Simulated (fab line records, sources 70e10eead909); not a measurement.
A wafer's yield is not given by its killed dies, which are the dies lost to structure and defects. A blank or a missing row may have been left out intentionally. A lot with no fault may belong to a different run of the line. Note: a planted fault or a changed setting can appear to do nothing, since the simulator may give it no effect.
Which tool was responsible?    flow nand_harc    Sampling: 13 lots, 39 wafers, 5 of 1159 route steps

WHAT THE GAUGES READ, wafer by wafer
NHARC_END_SORT_01. Usual: killed_at_array 29, standard deviation 10; killed_at_other 0.7, standard deviation 1.1; killed_at_periphery 3.3, standard deviation 2.4; killed_dies 33, standard deviation 11; killed_open 3.3, standard deviation 2; killed_short 1.9, standard deviation 1.3.
lot   measured      on         killed_at_array  killed_at_other  killed_at_periphery  killed_dies  killed_open  killed_short  flag
L991  day 24 15:56  prober-02  28 672 38        0 1 2            3 4 3                31 677 43    4 7 8        2 3 6         OFF

WHAT TOOL EACH LOT RAN ON (gives the tool, then ch and the chambers of the sampled wafers, and finally the start)
lot   NHARC_A_STAIRCASE_ETCH_15                      NHARC_A_STAIRCASE_ETCH_23           NHARC_A_STAIRCASE_ETCH_27                      NHARC_A_STAIRCASE_STRIP_175
L974  rie_diel-02 ch 1,2,3, day 10 17:52 or earlier  rie_diel-02 ch 1,2,3, day 10 17:52  rie_diel-02 ch 2,3, day 10 18:31 or earlier    plasma_asher-01 ch 0,1, day 10 18:31
L979  rie_diel-06 ch 1,2, day 11 13:49 or earlier    rie_diel-06 ch 1,2,3, day 11 13:49  rie_diel-06 ch 0,2,3, day 11 14:26 or earlier  plasma_asher-01 ch 0,1, day 11 14:26
L977  rie_diel-02 ch 1,2,3, day 11 14:01 or earlier  rie_diel-02 ch 2,3, day 11 14:01    rie_diel-02 ch 0,1,3, day 11 14:39 or earlier  plasma_asher-02 ch 0,1, day 11 14:39
L976  rie_diel-06 ch 1,2,3, day 11 19:02 or earlier  rie_diel-01 ch 0,3, day 11 19:02    rie_diel-01 ch 0,1,2, day 11 19:57 or earlier  plasma_asher-02 ch 0,1, day 11 19:57
L978  rie_diel-06 ch 0,1,2, day 12 02:02 or earlier  rie_diel-02 ch 1,2, day 12 02:02    rie_diel-02 ch 0,2,3, day 12 02:47 or earlier  plasma_asher-02 ch 0,1, day 12 02:47
L981  rie_diel-02 ch 0,1,2, day 12 14:22 or earlier  rie_diel-02 ch 0,2,3, day 12 14:22  rie_diel-02 ch 0,3, day 12 15:06 or earlier    plasma_asher-02 ch 0,1, day 12 15:06
L980  rie_diel-01 ch 1,2,3, day 12 14:46 or earlier  rie_diel-06 ch 0,1,2, day 12 14:46  rie_diel-06 ch 0,1, day 12 17:29 or earlier    plasma_asher-02 ch 0,1, day 12 17:29
L985  rie_diel-06 ch 0,1,3, day 14 15:18 or earlier  rie_diel-06 ch 2,3, day 14 15:18    rie_diel-06 ch 0,1,2, day 14 15:56 or earlier  plasma_asher-01 ch 0,1, day 14 15:56
L991  rie_diel-02 ch 0,1,3, day 15 03:37 or earlier  rie_diel-02 ch 0,1, day 15 03:37    rie_diel-02 ch 0,1, day 15 04:23 or earlier    plasma_asher-02 ch 0,1, day 15 04:23
L992  rie_diel-06 ch 0,2,3, day 15 07:24 or earlier  rie_diel-06 ch 0,1,2, day 15 07:24  rie_diel-06 ch 0,1,2, day 15 08:17 or earlier  plasma_asher-01 ch 0,1, day 15 08:17
L993  rie_diel-01 ch 0,2,3, day 15 13:35 or earlier  rie_diel-01 ch 0,1,3, day 15 13:35  rie_diel-01 ch 1,2,3, day 15 14:29 or earlier  plasma_asher-02 ch 0,1, day 15 14:29
L994  rie_diel-02 ch 1,3, day 15 14:30 or earlier    rie_diel-01 ch 0,2,3, day 15 14:30  rie_diel-01 ch 2,3, day 15 15:24 or earlier    plasma_asher-01 ch 0, day 15 15:24
L996  rie_diel-06 ch 0,1,2, day 16 05:01 or earlier  rie_diel-06 ch 0,2,3, day 16 05:01  rie_diel-06 ch 1,2,3, day 16 05:49 or earlier  plasma_asher-01 ch 0,1, day 16 05:49
- NHARC_A_STAIRCASE_ETCH_15: etches the open film in C4F8/O2, target depth 100 nm, time 40.5 s.
- NHARC_A_STAIRCASE_ETCH_23: etches the open film in C4F8/O2, target depth 100 nm, time 40.5 s.
- NHARC_A_STAIRCASE_ETCH_27: etches the open film in C4F8/O2, target depth 100 nm, time 40.5 s.
- NHARC_A_STAIRCASE_STRIP_175: strips in O2.

WHAT THE TOOLS THEMSELVES READ (means of the sampled wafers that have a number; where no wafer has one, the mark that the record gives instead)
NHARC_A_STAIRCASE_ETCH_15. Usual: bias_w 1000 W, standard deviation 3.4; oes_product_au 0.936 a.u., standard deviation 0.014; rf_vpp_V 895 V, standard deviation 4.1.
lot   tool         bias_w (W)  oes_product_au (a.u.)  rf_vpp_V (V)  flag
L974  rie_diel-02  999         0.932                  895           
L979  rie_diel-06  995         0.954                  894           
L977  rie_diel-02  1002        0.942                  896           
L976  rie_diel-06  1001        0.927                  895           
L978  rie_diel-06  999         0.925                  896           
L981  rie_diel-02  1000        0.944                  895           
L980  rie_diel-01  997         0.953                  898           
L985  rie_diel-06  1001        0.941                  894           
L991  rie_diel-02  998         0.923                  893           
L992  rie_diel-06  997         0.925                  894           
L993  rie_diel-01  1003        0.942                  900           
L994  rie_diel-02  996         0.925                  897           
L996  rie_diel-06  999         0.925                  895           

NHARC_A_STAIRCASE_ETCH_23. Usual: bias_w 1000 W, standard deviation 3.2; oes_product_au 0.936 a.u., standard deviation 0.011; rf_vpp_V 895 V, standard deviation 4.4.
lot   tool         bias_w (W)  oes_product_au (a.u.)  rf_vpp_V (V)  flag
L974  rie_diel-02  1002        0.923                  895           
L979  rie_diel-06  998         0.942                  895           
L977  rie_diel-02  996         0.939                  892           
L976  rie_diel-01  1001        0.928                  900           
L978  rie_diel-02  1001        0.938                  897           
L981  rie_diel-02  998         0.943                  891           
L980  rie_diel-06  1003        0.943                  895           
L985  rie_diel-06  1002        0.946                  894           
L991  rie_diel-02  997         0.870                  898           OFF
L992  rie_diel-06  1001        0.922                  894           
L993  rie_diel-01  1002        0.945                  898           
L994  rie_diel-01  999         0.935                  900           
L996  rie_diel-06  1000        0.934                  894           

NHARC_A_STAIRCASE_ETCH_27. Usual: bias_w 1000 W, standard deviation 3.5; oes_product_au 0.936 a.u., standard deviation 0.012; rf_vpp_V 894 V, standard deviation 4.4.
lot   tool         bias_w (W)  oes_product_au (a.u.)  rf_vpp_V (V)  flag
L974  rie_diel-02  994         0.930                  892           
L979  rie_diel-06  1002        0.939                  895           
L977  rie_diel-02  999         0.933                  893           
L976  rie_diel-01  1003        0.935                  898           
L978  rie_diel-02  1004        0.944                  890           
L981  rie_diel-02  1000        0.957                  889           
L980  rie_diel-06  1000        0.924                  895           
L985  rie_diel-06  998         0.941                  894           
L991  rie_diel-02  999         0.938                  897           
L992  rie_diel-06  1000        0.922                  894           
L993  rie_diel-01  1000        0.949                  897           
L994  rie_diel-01  1001        0.932                  901           
L996  rie_diel-06  1000        0.939                  894           

NHARC_A_STAIRCASE_STRIP_175. Usual: drypump_motor_current_A 5.9 A, standard deviation 0.44; heater_power_w 362 W, standard deviation 25.
lot   tool             drypump_motor_current_A (A)  heater_power_w (W)  flag
L974  plasma_asher-01  5.9                          339                 
L979  plasma_asher-01  5.9                          335                 
L977  plasma_asher-02  5.8                          377                 
L976  plasma_asher-02  6.1                          375                 
L978  plasma_asher-02  5.8                          390                 
L981  plasma_asher-02  6.1                          370                 
L980  plasma_asher-02  6.1                          375                 
L985  plasma_asher-01  5.9                          348                 
L991  plasma_asher-02  6.1                          376                 
L992  plasma_asher-01  5.5                          335                 
L993  plasma_asher-02  5.9                          386                 
L994  plasma_asher-01  5.2                          326                 
L996  plasma_asher-01  5.8                          345                 

THE ANSWER, worked out from the rows above alone
Rule: a lot counts as off when the mean over its wafers that have a number is more than 3 standard deviations away from the usual mean. Also off: a lot with no number at a reading for which 4 or more lots have one. The other lots that the step has rows for count as sound. The gauges are gone through in route order, then the tools' own readings, and for those a lot's mean is taken as printed above. The first step at which some lot is off is used, and at that step the reading that is off furthest; a lot without a number counts as furthest.
Off, at NHARC_END_SORT_01 on killed_at_array: L991. Neither off nor sound, because the step has no rows for them: L974, L979, L977, L976, L978, L981, L980, L985, L992, L993, L994, L996.
If a tool, at a process step before that reading, ran all the lots that are off and no sound lot after the first of them, it fits. The gauges at NHARC_END_SORT_01 aren't tried: what is off there is off at NHARC_A_STAIRCASE_ETCH_23 too, on other tools, and a gauge's error can't cause that. NHARC_A_STAIRCASE_ETCH_15: start missing for some lots; hours and lot order therefore follow NHARC_A_STAIRCASE_ETCH_23. NHARC_A_STAIRCASE_ETCH_27: start missing for some lots; hours and lot order therefore follow NHARC_A_STAIRCASE_STRIP_175. 2 tools fit, rie_diel-02 at NHARC_A_STAIRCASE_ETCH_15 and NHARC_A_STAIRCASE_ETCH_23 and NHARC_A_STAIRCASE_ETCH_27 and plasma_asher-02 at NHARC_A_STAIRCASE_STRIP_175, so this cannot tell which one it is.

WHAT WAS PUT IN BY THE SIMULATOR
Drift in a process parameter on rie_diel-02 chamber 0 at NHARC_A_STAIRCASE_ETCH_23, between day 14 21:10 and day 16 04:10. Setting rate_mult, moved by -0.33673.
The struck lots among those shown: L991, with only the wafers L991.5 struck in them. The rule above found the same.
